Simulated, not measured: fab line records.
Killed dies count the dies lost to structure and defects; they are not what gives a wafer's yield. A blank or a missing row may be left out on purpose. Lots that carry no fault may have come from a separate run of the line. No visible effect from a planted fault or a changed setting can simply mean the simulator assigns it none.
fab line records	flow nandHarc
record: lots: 11	wafers: 33	lastDay: 33
route steps=1302 shown A_CHANNEL_HOLE_D1@469 A_CHANNEL_FILL_D1@508
lots untouched by any fault: they come from a run of this same line in which no faults occurred
startH: hours from the record's opening day to when the first of the lot's shown wafers began	waitH: how many hours have passed since the lot's step before this one	" as in the row above	L1.1+2: a row that stands for several wafers	- no value present, or no start provided	* or withheld: withheld	< > ~ a bound
route shown NAME@n: names a module that has steps shown in the file, with the first one's number in the route	usual: mean/standard deviation taken from wafers without a fault	same: alike in all rows	chamber/n: place in a boat	sites: the reading at each site	_std_site: their standard deviation	_edge_site: outer sites' mean less inner sites'	radiusMm: how far each site lies from the wafer's centre	mask NAME#n: copy n	behind: tool/chamber where the wafer was last shaped	hold: why the lot went on hold/how many hours it stayed there/how the hold came to an end	device: whichever transistor did not switch (one of n, p or np)	end of line: the tests these same wafers got at the end of their route	a step without rows: its recipe alone	killed: the dies lost at the first sort to structure and to defects; this is not the yield of the wafer	map: the dies of a wafer, with x for killed, . for not killed, _ for no die there
set.NAME: the setting that was run; set.NAME@STEP: the one run at that earlier step	model.NAME: the simulator's own value behind a step, which no gauge read
steps of the route over a sample of lots; a table a step, a row a wafer
services: when a tool's chamber went out of use (startH, in hours from the record's first day, below 0 if earlier), for how many hours, and the reason
== steps ==
step: NHARC_A_CHANNEL_HOLE_D1_ETCH_16
recipe: targetDepthA: 31000	overEtchFrac: 0.3	timeS: 806	ionEnergyEv: 150	o2FlowSccm: 400	cosFlowSccm: 20	arFlowSccm: 0	rfW: 500	biasW: 300	chemistry: O2/COS
usual: chamberPressureMTorr: 20.002/0.02	drypumpMotorCurrentA: 5.7/0.44	oesProductAu: 1.004/0.007	rfVppV: 314.1/2	showerheadPlenumPTorr: 3.11/0.13	throttleValvePct: 28.330/0.0081
same: timeS: 806
lot.wafer	tool	chamber	startH	waitH	chamberPressureMTorr	drypumpMotorCurrentA	oesProductAu	rfHoursCounterH	rfVppV	showerheadPlenumPTorr	throttleValvePct
L915.2	rieDiel-09	0	-	-	19.971	5.9	0.994	6	318.3	3.33	28.323
L915.4	"	1	"	"	20.039	5.4	1.009	6	311.5	2.94	28.324
L915.6	"	1	"	"	20.017	5.5	1.000	-	312.3	2.94	28.322
L917.4	rieDiel-08	0	-	-	20.013	5.3	1.014	14	314.5	3.19	28.326
L917.5	"	1	"	"	19.991	6.5	1.008	-	312.3	2.97	28.328
L917.6	"	2	"	"	19.999	5.6	1.016	-	311.0	2.90	28.333
L918.1	rieDiel-09	1	-	-	20.014	5.5	1.012	8	309.9	2.94	28.323
L918.2	"	2	"	"	20.029	5.9	1.003	9	315.1	3.20	28.323
L918.5	"	1	"	"	19.996	5.4	0.996	-	310.7	2.94	28.330
L919.4	rieDiel-08	0	-	-	20.012	5.3	0.987	19	315.5	3.19	28.323
L919.1	"	2	"	"	20.018	5.6	1.002	20	310.5	2.90	28.347
L919.5	"	0	"	"	20.034	5.3	1.003	-	315.2	3.19	28.332
L922.2	rieDiel-05	2	-	-	19.973	5.1	1.007	21	313.2	3.05	28.313
L922.1	"	3	"	"	20.017	5.2	1.001	22	313.9	3.12	28.329
L922.5	"	1	"	"	19.967	5.4	1.010	-	314.8	3.02	28.325
L925.2	rieDiel-05	2	-	-	20.001	5.1	1.012	25	314.2	3.05	28.327
L925.1	"	0	"	"	19.985	5.4	1.004	28	313.6	3.10	28.320
L925.6	"	3	"	"	20.012	5.2	1.017	-	313.5	3.12	28.323
L926.1	rieDiel-08	2	-	-	20.026	5.5	0.993	44	312.0	2.89	28.309
L926.4	"	0	"	"	19.992	5.3	0.992	39	315.3	3.18	28.330
L926.3	"	1	"	"	20.009	6.5	0.991	41	310.7	2.95	28.338
L927.3	rieDiel-09	3	-	-	20.006	5.2	1.003	1	313.4	3.13	28.334
L927.6	"	2	"	"	19.963	5.8	1.007	-	314.3	3.20	28.345
L927.5	"	3	"	"	20.003	5.2	1.016	-	315.2	3.13	28.311
L929.3	rieDiel-09	3	-	-	20.016	5.3	1.008	3	314.0	3.13	28.326
L929.2	"	2	"	"	20.028	5.9	1.008	3	315.4	3.20	28.331
L929.6	"	3	"	"	19.994	5.2	1.021	-	314.4	3.13	28.335
L932.2	rieDiel-08	0	-	-	20.041	5.3	1.004	1	314.8	3.17	28.309
L932.4	"	2	"	"	20.040	5.6	0.991	1	316.8	3.37	28.319
L932.6	"	3	"	"	19.984	6.5	0.993	-	315.4	3.18	28.327
L934.3	rieDiel-09	3	-	-	20.014	5.2	1.008	5	313.7	3.13	28.331
L934.2	"	0	"	"	19.996	5.9	1.010	4	316.6	3.32	28.343
L934.5	"	0	"	"	20.001	5.9	1.009	-	318.1	3.32	28.333
step: NHARC_A_CHANNEL_HOLE_D1_ETCH_22
recipe: biasV: 3000	sourceW: withheld	pressureMtorr: 20	timeS: 666.7	arFlowSccm: 375	c4f8FlowSccm: 89.3	o2FlowSccm: 35.7	tempC: -20	targetDepthA: 16000	chemistry: C4F8/O2/Ar
usual: chamberPressureMTorr: 19.998/0.018	drypumpMotorCurrentA: 6.1/0.6	showerheadPlenumPTorr: 3.67/0.074	throttleValvePct: 32.154/0.0079
same: timeS: 666.7
lot.wafer	tool	chamber	startH	waitH	chamberPressureMTorr	drypumpMotorCurrentA	rfHoursCounterH	showerheadPlenumPTorr	throttleValvePct
L915.2	harEtch-01	1	222.67	0.4	19.994	6.8	112	3.72	32.166
L915.4	"	1	"	"	19.983	6.8	-	3.72	32.153
L915.6	"	0	"	"	19.998	5.7	-	3.72	32.163
L917.4	harEtch-02	1	248.85	0.4	19.997	6.2	-	3.58	32.164
L917.6	"	0	"	"	19.985	5.2	-	3.62	32.161
L917.5	"	1	"	"	19.977	6.2	-	3.58	32.154
L918.1	harEtch-02	1	262.33	0.4	20.015	6.2	336	3.58	32.155
L918.2	"	0	"	"	19.970	5.2	336	3.62	32.156
L918.5	"	1	"	"	20.002	6.2	-	3.58	32.154
L919.1	harEtch-01	1	268.26	0.4	19.987	6.8	135	3.71	32.149
L919.4	"	1	"	"	19.998	6.8	-	3.71	32.160
L919.5	"	0	"	"	19.982	5.7	-	3.71	32.147
L922.2	harEtch-02	1	303.11	0.4	20.020	6.2	359	3.57	32.163
L922.1	"	0	"	"	19.986	5.2	359	3.61	32.152
L922.5	"	1	"	"	19.976	6.2	-	3.57	32.164
L925.2	harEtch-01	1	327.42	0.4	20.014	6.8	170	3.69	32.151
L925.1	"	0	"	"	20.001	5.7	170	3.69	32.159
L925.6	"	1	"	"	19.968	6.8	-	3.69	32.161
L926.1	harEtch-01	1	337.31	0.4	19.982	6.8	178	3.69	32.151
L926.3	"	1	"	"	20.020	6.8	-	3.69	32.137
L926.4	"	0	"	"	19.968	5.7	-	3.69	32.141
L927.3	harEtch-01	0	341.74	0.4	19.993	5.7	-	3.68	32.171
L927.6	"	1	"	"	19.988	6.8	-	3.68	32.156
L927.5	"	0	"	"	19.997	5.7	-	3.68	32.167
L929.2	harEtch-01	1	368.85	0.4	19.985	6.8	200	3.67	32.159
L929.3	"	1	"	"	19.988	6.8	-	3.67	32.150
L929.6	"	0	"	"	20.000	5.8	-	3.67	32.163
L932.2	harEtch-01	1	390.43	0.4	20.022	6.8	216	3.66	32.157
L932.4	"	1	"	"	20.017	6.8	-	3.66	32.155
L932.6	"	1	"	"	19.997	6.8	-	3.66	32.155
L934.2	harEtch-01	0	409.94	0.4	19.961	5.7	227	3.66	32.147
L934.3	"	0	"	"	19.999	5.7	-	3.66	32.145
L934.5	"	1	"	"	19.987	6.8	-	3.66	32.159
step: NHARC_A_CHANNEL_HOLE_D1_ETCH_23
recipe: biasV: 5000	sourceW: withheld	pressureMtorr: 20	timeS: 819	arFlowSccm: 375	c4f8FlowSccm: 89.3	o2FlowSccm: 35.7	tempC: -20	targetDepthA: 16000	chemistry: C4F8/O2/Ar
usual: chamberPressureMTorr: 20.000/0.02	drypumpMotorCurrentA: 6.1/0.59	showerheadPlenumPTorr: 3.67/0.074	throttleValvePct: 32.155/0.0084
same: timeS: 819
lot.wafer	tool	chamber	startH	waitH	chamberPressureMTorr	drypumpMotorCurrentA	rfHoursCounterH	showerheadPlenumPTorr	throttleValvePct
L915.2	harEtch-01	1	223.24	0.5	20.012	6.8	113	3.72	32.162
L915.4	"	1	"	"	19.985	6.8	-	3.72	32.164
L915.6	"	0	"	"	19.983	5.7	-	3.72	32.163
L917.4	harEtch-02	1	249.49	0.5	19.973	6.2	-	3.58	32.150
L917.6	"	0	"	"	19.993	5.2	-	3.62	32.164
L917.5	"	1	"	"	20.005	6.2	-	3.58	32.164
L918.1	harEtch-02	1	262.90	0.5	20.006	6.2	336	3.58	32.134
L918.2	"	0	"	"	20.044	5.2	336	3.62	32.142
L918.5	"	1	"	"	19.979	6.2	-	3.58	32.169
L919.1	harEtch-01	1	268.86	0.5	19.992	6.8	136	3.71	32.173
L919.4	"	1	"	"	20.002	6.8	-	3.71	32.158
L919.5	"	0	"	"	20.000	5.8	-	3.71	32.168
L922.2	harEtch-02	1	303.68	0.5	19.992	6.2	359	3.57	32.156
L922.1	"	0	"	"	20.015	5.2	359	3.60	32.144
L922.5	"	1	"	"	19.956	6.2	-	3.57	32.153
L925.2	harEtch-01	1	327.99	0.5	19.981	6.8	170	3.69	32.161
L925.1	"	0	"	"	19.976	5.7	170	3.69	32.147
L925.6	"	1	"	"	20.033	6.8	-	3.69	32.165
L926.1	harEtch-01	1	337.88	0.5	20.037	6.8	178	3.68	32.146
L926.3	"	1	"	"	20.004	6.8	-	3.69	32.149
L926.4	"	0	"	"	19.992	5.8	-	3.68	32.165
L927.3	harEtch-01	0	342.37	0.5	19.991	5.8	-	3.68	32.153
L927.6	"	1	"	"	20.015	6.8	-	3.68	32.159
L927.5	"	0	"	"	20.036	5.8	-	3.68	32.158
L929.2	harEtch-01	1	369.44	0.5	20.006	6.8	201	3.67	32.152
L929.3	"	1	"	"	20.004	6.8	-	3.67	32.145
L929.6	"	0	"	"	19.984	5.8	-	3.67	32.166
L932.2	harEtch-01	1	391.00	0.5	20.010	6.8	216	3.66	32.151
L932.4	"	1	"	"	20.044	6.8	-	3.66	32.153
L932.6	"	1	"	"	20.001	6.8	-	3.66	32.162
L934.2	harEtch-01	0	410.52	0.5	19.982	5.7	228	3.66	32.153
L934.3	"	0	"	"	19.954	5.7	-	3.66	32.137
L934.5	"	1	"	"	19.994	6.8	-	3.66	32.162
step: NHARC_A_CHANNEL_FILL_D1_ETCHBACK_08
recipe: targetDepthA: 2200	timeS: 110	c4f8FlowSccm: 20	arFlowSccm: withheld	rfW: 600	biasW: 300	chemistry: C4F8
usual: chamberPressureMTorr: 25.004/0.025	oesProductAu: 0.97/0.036	rfVppV: 440.4/2.2	runLengthS: 131.4/0.37
lot.wafer	tool	chamber	startH	waitH	chamberPressureMTorr	oesProductAu	rfHoursCounterH	rfVppV	runLengthS
L915.2	rieDiel-11	1	270.32	-	24.997	1.00	0.1	439.5	131.0
L915.4	"	3	"	"	25.029	1.00	0.2	443.4	131.2
L915.6	"	2	"	"	25.026	1.00	-	439.5	131.4
L917.4	rieDiel-11	0	298.29	-	25.040	0.94	1.9	441.1	130.8
L917.5	"	1	"	"	25.010	0.92	-	439.3	131.1
L917.6	"	2	"	"	25.034	0.91	-	438.2	131.1
L918.1	rieDiel-02	2	311.74	-	25.001	1.01	6.4	436.3	132.4
L918.2	"	3	"	"	25.017	1.00	6.2	441.8	131.5
L918.5	"	3	"	"	24.975	1.00	-	440.8	131.4
L919.1	rieDiel-11	2	316.05	-	25.022	0.96	2.9	438.8	131.6
L919.4	"	2	"	"	25.039	0.96	-	440.2	131.8
L919.5	"	0	"	"	25.020	0.96	-	441.8	130.7
L922.2	rieDiel-02	1	349.82	-	25.013	0.92	8.6	443.3	131.1
L922.1	"	0	"	"	25.024	0.93	9.3	437.7	131.4
L922.5	"	2	"	"	24.985	0.93	-	436.6	131.9
L925.1	rieDiel-07	2	374.13	-	25.046	1.02	4.6	438.6	131.1
L925.2	"	3	"	"	25.015	1.00	5.3	444.0	131.5
L925.6	"	3	"	"	25.031	1.01	-	442.3	131.1
L926.1	rieDiel-11	0	384.28	-	24.991	0.93	7.6	443.4	284.9
L926.4	"	1	"	"	24.990	0.93	7.6	438.7	131.1
L926.3	"	2	"	"	24.980	0.93	7.1	439.3	131.2
L927.3	rieDiel-11	2	388.09	-	25.042	0.91	7.1	439.4	131.2
L927.6	"	1	"	"	24.977	0.92	-	440.5	131.4
L927.5	"	2	"	"	24.981	0.91	-	438.8	285.2
L929.2	rieDiel-07	1	415.93	-	25.028	0.92	6.4	440.9	131.9
L929.3	"	0	"	"	24.983	0.94	7.0	444.0	131.3
L929.6	"	1	"	"	25.026	0.92	-	439.7	132.1
L932.2	rieDiel-02	0	440.15	-	25.038	1.00	3.2	439.9	131.6
L932.4	"	2	"	"	25.002	1.01	-	437.8	132.0
L932.6	"	0	"	"	25.036	1.01	-	439.7	131.9
L934.2	rieDiel-07	0	457.20	-	25.045	0.93	9.2	444.6	131.3
L934.3	"	1	"	"	25.051	0.94	8.1	439.5	131.6
L934.5	"	0	"	"	25.024	0.94	-	444.5	131.0
== services ==
tool	chamber	startH	hours	kind
rieDiel-02	-	216.70	9.0	pm
rieDiel-02	0	229.65	1.4	repair
harEtch-01	-	235.18	0.2	repair
rieDiel-11	-	255.50	9.0	pm
rieDiel-09	1	268.14	5.7	repair
rieDiel-07	-	294.20	9.0	pm
rieDiel-11	3	300.40	63.1	repair
rieDiel-07	1	305.46	2.6	repair
rieDiel-09	-	320.18	9.0	pm
rieDiel-02	1	320.88	7.8	repair
rieDiel-11	-	325.91	0.8	repair
rieDiel-11	0	331.02	4.8	repair
rieDiel-08	-	332.90	0.5	repair
rieDiel-11	0	345.53	2.0	repair
rieDiel-07	2	359.81	1.6	repair
rieDiel-07	-	364.10	1.1	repair
rieDiel-08	-	367.82	9.0	pm
rieDiel-11	2	368.59	13.0	repair
rieDiel-07	0	370.07	10.4	repair
harEtch-02	-	377.43	17.0	pm
rieDiel-09	0	397.94	4.3	repair
rieDiel-09	-	431.86	0.5	repair
rieDiel-11	-	432.50	9.0	pm
rieDiel-09	0	434.81	9.8	repair
== key ==
firstSign: step: NHARC_A_CHANNEL_FILL_D1_ETCHBACK_08	reading: runLengthS	direction: up	sigmas: 99+	usual: *	struck: *
effect none on later readings
metAt NHARC_A_CHANNEL_FILL_D1_ETCHBACK_08
struckLots L926,L927
struckWafers L926.1,L927.5
testerLeftOut L926,L927
notActingAt NHARC_A_CHANNEL_HOLE_D1_ETCH_16,NHARC_A_CHANNEL_HOLE_D1_ETCH_22,NHARC_A_CHANNEL_HOLE_D1_ETCH_23
onsetBetween 316.05 384.28
fault: kind: processParameterDrift	tool: rieDiel-11	chamber: -	onsetH: 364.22	steps: NHARC_A_CHANNEL_FILL_D1_ETCHBACK_08	channel: timeS	offset: *	shape: step	endH: 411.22	scope: struckWafersOnly	actsIn: *	stated: *
testerLeftOut: of these lots the tester's yield and bins aren't shown, on N5 and GAA mostly nor the transistor test; their killed dies are dies lost to structure and defects alone, not to doping, threshold or leakage, so they don't give the yield
